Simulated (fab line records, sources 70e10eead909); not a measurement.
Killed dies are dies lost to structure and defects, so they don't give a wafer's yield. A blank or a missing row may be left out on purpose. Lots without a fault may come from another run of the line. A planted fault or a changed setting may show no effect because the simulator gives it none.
fab line records | flow nand_harc
record lots=11 wafers=33 last_day=24
route steps=1159 shown A_BLC@982 A_M0@1001 END@1159
lots that met no fault: from a run of the same line without faults
start_h: hours from the record's first day to the start of the lot's first wafer shown | wait_h: hours since the lot's step before | " the same as in the row above | L1.1+2: a row that stands for several wafers | - no value, or no start given | * or withheld: withheld | < > ~ a bound
route shown NAME@n: a module of which the file shows steps, and the number in the route of the first | usual: mean/standard deviation of fault-free wafers | same: alike in all rows | chamber/n: place in a boat | sites: the reading at each site | _std_site: their standard deviation | _edge_site: outer sites' mean less inner sites' | radius_mm: how far each site lies from the wafer's centre | mask NAME#n: copy n | behind: the tool/chamber that last shaped the wafer | hold: why the lot was held/for how many hours/how that ended | device: the transistor (n, p or np) that didn't switch | end of line: the same wafers' tests at the end of the route | a step without rows: its recipe alone | killed: dies lost to structure and defects at the first sort, not the wafer's yield | map: a wafer's dies, x killed, . not, _ none there
set.NAME: the setting as run; set.NAME@STEP: as run at that earlier step | model.NAME: the simulator's own value behind a step, which no gauge read
steps of the route over a sample of lots; a table a step, a row a wafer
services: from which hour (start_h, from the record's first day; less than 0 if before it) a tool's chamber was out of use, for how many hours, and why
## steps
# step NHARC_A_BLC_STRIP_29
# recipe cf4_flow_sccm=150 ar_flow_sccm=0 bias_w=0 chemistry=CF4
# usual drypump_motor_current_A=5.7/0.45 oes_product_au=0.998/0.0065 rf_vpp_V=59.4/0.93 showerhead_plenum_p_Torr=1.76/0.072 throttle_valve_pct=13.285/0.0085
# same bias_w=0
# columns lot.wafer tool chamber start_h wait_h drypump_motor_current_A oes_product_au rf_hours_counter_h rf_vpp_V showerhead_plenum_p_Torr throttle_valve_pct
L820.2 rie_diel-05 0 401.19 0.1 5.3 0.986 6 58.5 1.77 13.287
L820.1 " 2 " " 6.3 0.995 5 60.2 1.86 13.285
L820.6 " 0 " " 5.3 0.993 - 60.6 1.77 13.284
L817.1 rie_diel-12 1 406.18 0.1 5.4 0.997 2 59.5 1.83 13.273
L817.4 " 3 " " 5.7 0.996 2 60.1 1.82 13.285
L817.6 " 2 " " 5.8 0.995 - 60.1 1.70 13.284
L821.2 rie_diel-05 1 409.65 0.1 5.4 1.009 7 57.5 1.70 13.296
L821.1 " 2 " " 6.2 0.998 7 59.6 1.86 13.298
L821.3 " 3 " " 5.6 0.983 7 59.5 1.65 13.291
L822.4 rie_diel-06 0 414.61 0.1 5.0 0.996 57 61.3 1.85 13.287
L822.2 " 1 " " 5.2 1.014 61 59.1 1.77 13.285
L822.6 " 3 " " 4.8 1.000 - 59.5 1.87 13.290
L824.1 rie_diel-05 1 432.10 0.1 5.4 0.989 9 58.6 1.70 13.285
L824.2 " 3 " " 5.7 1.000 9 60.1 1.65 13.277
L824.6 " 0 " " 5.3 0.985 - 60.6 1.77 13.288
L826.3 rie_diel-12 3 444.37 0.1 5.7 0.990 8 59.6 1.82 13.285
L826.1 " 1 " " 5.4 1.000 7 59.5 1.82 13.268
L826.5 " 1 " " 5.5 0.991 - 60.4 1.82 13.271
L832.4 rie_diel-12 1 481.07 0.1 5.4 1.005 11 60.3 1.82 13.289
L832.3 " 3 " " 5.7 1.006 12 60.1 1.82 13.286
L832.5 " 1 " " 5.4 0.991 - 61.3 1.82 13.282
L834.2 rie_diel-12 2 490.14 0.1 5.8 0.998 11 59.4 1.70 13.278
L834.1 " 3 " " 5.7 0.993 12 59.5 1.82 13.285
L834.3 " 1 " " 5.4 1.008 12 58.9 1.82 13.286
L835.4 rie_diel-05 3 507.35 0.1 5.6 1.006 17 59.0 1.65 13.276
L835.1 " 0 " " 5.3 0.997 16 59.9 1.77 13.286
L835.5 " 2 " " 6.3 1.001 - 59.9 1.85 13.293
L837.3 rie_diel-05 0 516.46 0.1 5.3 0.991 18 58.3 1.77 13.296
L837.4 " 2 " " 6.3 1.009 18 60.8 1.85 13.284
L837.6 " 0 " " 5.3 0.995 - 60.0 1.77 13.284
L838.1 rie_diel-12 3 517.82 0.1 5.7 1.002 15 60.5 1.82 13.270
L838.2 " 1 " " 5.4 1.004 14 60.1 1.82 13.300
L838.3 " 2 " " 5.8 1.009 14 58.7 1.70 13.283
# step NHARC_A_M0_EXPOSE_06
# recipe na=1.35 target_cd_nm=80 dose_mj=83.25 mask_id=A_M0
# usual exposure_dose_mJ_cm2=83.22/0.092
# columns lot.wafer tool chamber start_h wait_h mask exposure_dose_mJ_cm2
L820.1 arfi_scanner-02 0 403.94 - A_M0#0 83.19
L820.2 " 0 " " A_M0#0 83.27
L820.6 " 0 " " A_M0#0 83.13
L817.1 arfi_scanner-03 0 408.86 - A_M0#0 83.25
L817.4 " 0 " " A_M0#0 83.29
L817.6 " 0 " " A_M0#0 83.24
L821.1 arfi_scanner-03 0 414.19 - A_M0#0 83.27
L821.2 " 0 " " A_M0#0 83.43
L821.3 " 0 " " A_M0#0 83.43
L822.2 arfi_scanner-02 0 417.43 - A_M0#0 83.20
L822.4 " 0 " " A_M0#0 83.12
L822.6 " 0 " " A_M0#0 83.17
L824.1 arfi_scanner-02 0 436.58 - A_M0#0 114.45
L824.2 " 0 " " A_M0#0 114.59
L824.6 " 0 " " A_M0#0 114.51
L826.1 arfi_scanner-03 0 447.11 - A_M0#0 83.30
L826.3 " 0 " " A_M0#0 83.26
L826.5 " 0 " " A_M0#0 83.22
L832.3 arfi_scanner-03 0 493.89 - A_M0#0 83.27
L832.4 " 0 " " A_M0#0 83.38
L832.5 " 0 " " A_M0#0 83.20
L834.1 arfi_scanner-03 0 497.90 - A_M0#0 83.23
L834.2 " 0 " " A_M0#0 83.26
L834.3 " 0 " " A_M0#0 83.28
L835.1 arfi_scanner-03 0 510.28 - A_M0#0 83.16
L835.4 " 0 " " A_M0#0 83.24
L835.5 " 0 " " A_M0#0 83.18
L837.3 arfi_scanner-01 0 521.59 - A_M0#0 83.26
L837.4 " 0 " " A_M0#0 83.22
L837.6 " 0 " " A_M0#0 83.22
L838.1 arfi_scanner-03 0 522.03 - A_M0#0 83.21
L838.2 " 0 " " A_M0#0 83.19
L838.3 " 0 " " A_M0#0 83.23
# step NHARC_A_M0_CD_MEAS_09
# recipe target_cd_nm=80 landing_energy_ev=500
# usual cd_nm=79.8/0.49
# columns lot.wafer tool chamber start_h wait_h cd_nm
L820.1 cd_sem-01 0 404.08 - 79.1
L820.2 " 0 " " 79.8
L820.6 " 0 " " 79.0
L817.1 cd_sem-03 0 409.00 - 79.3
L817.4 " 0 " " 78.4
L817.6 " 0 " " 79.0
L821.1 cd_sem-03 0 414.33 - 80.3
L821.2 " 0 " " 80.3
L821.3 " 0 " " 79.8
L822.2 cd_sem-01 0 417.56 - 79.6
L822.4 " 0 " " 79.8
L822.6 " 0 " " 79.4
L824.1 cd_sem-01 0 436.72 - 101.1
L824.2 " 0 " " 101.1
L824.6 " 0 " " 100.9
L826.1 cd_sem-03 0 447.25 - 80.1
L826.3 " 0 " " 79.3
L826.5 " 0 " " 79.4
L832.3 cd_sem-02 0 494.03 - 79.9
L832.4 " 0 " " 79.3
L832.5 " 0 " " 80.1
L834.1 cd_sem-02 0 498.04 - 80.3
L834.2 " 0 " " 80.3
L834.3 " 0 " " 80.3
L835.1 cd_sem-03 0 510.42 - 79.5
L835.4 " 0 " " 79.2
L835.5 " 0 " " 79.2
L837.3 cd_sem-01 0 521.73 - 80.0
L837.4 " 0 " " 79.6
L837.6 " 0 " " 80.0
L838.1 cd_sem-03 0 522.16 - 79.7
L838.2 " 0 " " 79.6
L838.3 " 0 " " 80.0
# step NHARC_A_M0_INSPECT_11
# usual raw_defect_count=34/14
# columns lot.wafer tool chamber start_h wait_h raw_defect_count
L820.1 defect_inspect-01 - 404.20 0.0 27
L820.2 " - " " 20
L820.6 " - " " 29
L817.1 defect_inspect-01 - 409.13 0.0 16
L817.4 " - " " 10
L817.6 " - " " 14
L821.1 defect_inspect-02 - 414.47 0.0 31
L821.2 " - " " 44
L821.3 " - " " 38
L822.2 defect_inspect-01 - 417.69 0.0 12
L822.4 " - " " 9
L822.6 " - " " 11
L824.1 defect_inspect-02 - 436.84 0.0 24
L824.2 " - " " 33
L824.6 " - " " 30
L826.1 defect_inspect-01 - 447.37 0.0 33
L826.3 " - " " 26
L826.5 " - " " 23
L832.3 defect_inspect-02 - 494.15 0.0 49
L832.4 " - " " 58
L832.5 " - " " 42
L834.1 defect_inspect-01 - 498.16 0.0 44
L834.2 " - " " 33
L834.3 " - " " 52
L835.1 defect_inspect-01 - 510.56 0.0 36
L835.4 " - " " 36
L835.5 " - " " 32
L837.3 defect_inspect-02 - 521.85 0.0 61
L837.4 " - " " 57
L837.6 " - " " 68
L838.1 defect_inspect-02 - 522.29 0.0 34
L838.2 " - " " 38
L838.3 " - " " 48
# step NHARC_A_M0_ETCH_34
# recipe target_depth_a=400 overetch_a=120 time_s=43.94 ion_energy_ev=200 n2_flow_sccm=150 h2_flow_sccm=150 ar_flow_sccm=0 rf_w=400 bias_w=150 chemistry=N2/H2
# usual bias_w=150.0/0.44 drypump_motor_current_A=5.6/0.49 oes_product_au=0.999/0.0075 rf_vpp_V=431/3.4 showerhead_plenum_p_Torr=2.04/0.12 throttle_valve_pct=14.172/0.0087
# columns lot.wafer tool chamber start_h wait_h bias_w drypump_motor_current_A oes_product_au rf_hours_counter_h rf_vpp_V showerhead_plenum_p_Torr throttle_valve_pct
L820.1 rie_diel-03 2 404.36 0.1 150.4 5.0 0.990 0 427 1.91 14.170
L820.2 " 3 " " 149.5 5.5 1.001 0 435 2.20 14.165
L820.6 " 0 " " 149.5 5.2 0.993 - 428 1.98 14.169
L817.1 rie_diel-10 2 409.28 0.1 149.7 6.4 0.996 3 436 2.18 14.170
L817.4 " 3 " " 150.0 5.3 0.997 3 432 2.08 14.178
L817.6 " 2 " " 150.2 6.4 0.990 - 434 2.18 14.191
L821.1 rie_diel-03 0 414.61 0.1 150.0 5.2 0.998 0 428 1.98 14.172
L821.3 " 2 " " 149.6 5.0 1.011 0 426 1.91 14.192
L821.2 " 3 " " 149.9 5.4 1.008 0 435 2.20 14.178
L822.2 rie_diel-10 2 417.87 0.1 150.2 6.4 1.002 4 435 2.18 14.161
L822.6 " 0 " " 149.7 6.3 1.006 - 435 2.20 14.170
L822.4 " 2 " " 149.9 6.4 1.008 - 435 2.18 14.162
L824.1 rie_diel-10 0 437.01 0.1 149.9 6.3 0.999 6 434 2.20 14.192
L824.2 " 1 " " 150.3 5.2 0.999 6 428 1.90 14.175
L824.6 " 1 " " 149.1 5.2 0.991 - 427 1.90 14.183
L826.3 rie_diel-03 1 447.52 0.1 148.9 5.2 1.004 3 428 1.91 14.165
L826.1 " 3 " " 150.5 5.4 1.002 3 436 2.20 14.161
L826.5 " 0 " " 149.8 5.2 1.006 - 430 1.98 14.163
L832.4 rie_diel-03 0 494.29 0.1 149.5 5.2 1.004 6 428 1.98 14.173
L832.3 " 1 " " 150.9 5.2 1.015 5 427 1.91 14.169
L832.5 " 1 " " 150.0 5.2 1.006 - 427 1.91 14.183
L834.1 rie_diel-04 3 498.31 0.1 150.4 5.7 1.001 1 431 2.09 14.169
L834.2 " 0 " " 150.0 5.6 1.001 1 431 2.02 14.167
L834.3 " 1 " " 150.1 5.4 1.003 1 430 1.99 14.169
L835.4 rie_diel-04 2 510.71 0.1 150.0 6.3 0.990 3 432 2.10 14.185
L835.1 " 1 " " 149.9 5.4 1.007 3 430 1.99 14.181
L835.5 " 2 " " 149.4 6.3 1.004 - 433 2.10 14.180
L837.3 rie_diel-10 2 521.99 0.1 149.0 6.4 0.986 11 433 2.18 14.176
L837.4 " 0 " " 150.1 6.3 0.995 11 436 2.20 14.169
L837.6 " 2 " " 149.6 6.4 0.997 - 434 2.18 14.170
L838.2 rie_diel-10 0 522.44 0.1 150.4 6.3 1.000 11 436 2.20 14.172
L838.1 " 1 " " 149.5 5.2 0.998 11 426 1.89 14.170
L838.3 " 3 " " 150.6 5.4 1.001 8 431 2.08 14.155
# step NHARC_END_SORT_01
# recipe temp_c=25
# usual defect_limited_yield=95.4/1.5 killed_at_array=26/9.6 killed_at_other=0.7/0.92 killed_at_periphery=3.8/2.7 killed_dies=31/10 killed_open=3.3/1.7 killed_short=1.8/1.3 sort_bin_2_pct=1.4/0.62 sort_bin_3_pct=0.23/0.21 sort_bin_4_pct=2.9/0.95 sort_n_pass=646/10 sort_rim_yield_pct=94/3.2 sort_yield_pct=95.4/1.5
# same gross_dies=677 sort_bin_5_pct[%]=0 sort_bin_6_pct[%]=0 sort_bin_7_pct[%]=0 sort_bin_8_pct[%]=0 sort_rim_n_gross=106.00
# columns lot.wafer tool chamber start_h wait_h defect_limited_yield[%] killed_at_array killed_at_other killed_at_periphery killed_dies killed_open killed_short sort_bin_2_pct[%] sort_bin_3_pct[%] sort_bin_4_pct[%] sort_n_pass sort_rim_yield_pct[%] sort_yield_pct[%]
L826.1 prober-02 0 493.93 2.5 96.6 19 0 4 23 1 3 0.9 0 2.5 654 92 96.6
L826.3 prober-02 0 495.50 3.0 96.2 18 1 7 26 2 3 0.7 0 3.1 651 93 96.2
L826.5 prober-02 0 497.06 3.6 96.9 13 0 8 21 2 1 1.0 0 2.1 656 94 96.9
# killed by level:class
L826.1 A_SLIT:chamber_film_flake=8 A_CONTACT:chamber_film_flake=3 P_GATE:chamber_film_flake=2 A_ZERO_WELL:chamber_film_flake=2 A_SGD_CUT:chamber_film_flake=2 P_M0:geometric_particle:open=1 A_SOURCE_PLATE:geometric_particle:short=1 A_ONON_D1:geometric_particle:short=1
L826.3 A_ZERO_WELL:chamber_film_flake=4 A_SLIT:chamber_film_flake=4 A_CHANNEL_HOLE_D1:chamber_film_flake=3 P_GATE:chamber_film_flake=2 A_SGD_CUT:chamber_film_flake=2 P_ZERO_WELL:geometric_particle:open=1 P_M2:geometric_particle:open=1 A_ONON_D1:geometric_particle:short=1
L826.5 A_CHANNEL_HOLE_D1:chamber_film_flake=5 A_CONTACT:chamber_film_flake=5 P_GATE:chamber_film_flake=4 A_SLIT:chamber_film_flake=2 P_STI:geometric_particle:short=1 P_BONDPAD:geometric_particle:open=1 A_CONTACT:geometric_particle:open=1 P_ZERO_WELL:chamber_film_flake=1
## services
# columns tool chamber start_h hours kind
rie_diel-12 - 379.45 9.0 pm
arfi_scanner-01 - 384.10 1.2 repair
rie_diel-06 - 384.50 1.8 repair
rie_diel-12 - 390.11 1.8 repair
rie_diel-03 - 392.58 9.0 pm
rie_diel-03 1 405.02 9.2 repair
rie_diel-05 0 407.06 5.7 repair
rie_diel-12 - 413.23 0.4 repair
rie_diel-10 3 413.55 28.7 repair
rie_diel-06 - 419.00 9.0 pm
rie_diel-04 2 422.05 4.0 repair
arfi_scanner-02 - 424.99 1.1 repair
arfi_scanner-02 - 428.00 4.0 pm
rie_diel-12 0 430.89 16.2 repair
arfi_scanner-02 - 456.82 0.4 repair
arfi_scanner-02 - 464.19 0.4 repair
rie_diel-04 - 465.90 9.0 pm
rie_diel-03 2 470.40 2.7 repair
rie_diel-04 3 478.99 2.4 repair
arfi_scanner-03 - 484.01 4.0 pm
rie_diel-05 1 493.70 6.0 repair
rie_diel-03 0 508.97 2.9 repair
rie_diel-05 - 517.60 9.0 pm
rie_diel-04 0 518.63 7.8 repair
## key
first_sign step=NHARC_A_M0_EXPOSE_06 reading=exposure_dose_mJ_cm2 direction=up sigmas=99+ usual=83.22 struck=114.52
effect step=NHARC_A_M0_CD_MEAS_09 reading=cd_nm direction=up sigmas=43 usual=79.8 struck=101.0 through=control_loop
met_at NHARC_A_M0_EXPOSE_06
struck_lots L824
loop_trim step=NHARC_A_M0_EXPOSE_06 setting=dose lots=L824
not_acting_at NHARC_A_BLC_STRIP_29,NHARC_A_M0_INSPECT_11,NHARC_A_M0_ETCH_34
onset_between 417.43 436.58
fault kind=process_parameter_drift tool=arfi_scanner-02 chamber=- onset_h=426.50 steps=NHARC_A_M0_EXPOSE_06 channel=dose_mj offset=39.165 shape=step acts_in=these_recipes_only stated=83.25
# loop_trim: a control loop set the setting to another value than it would have without faults
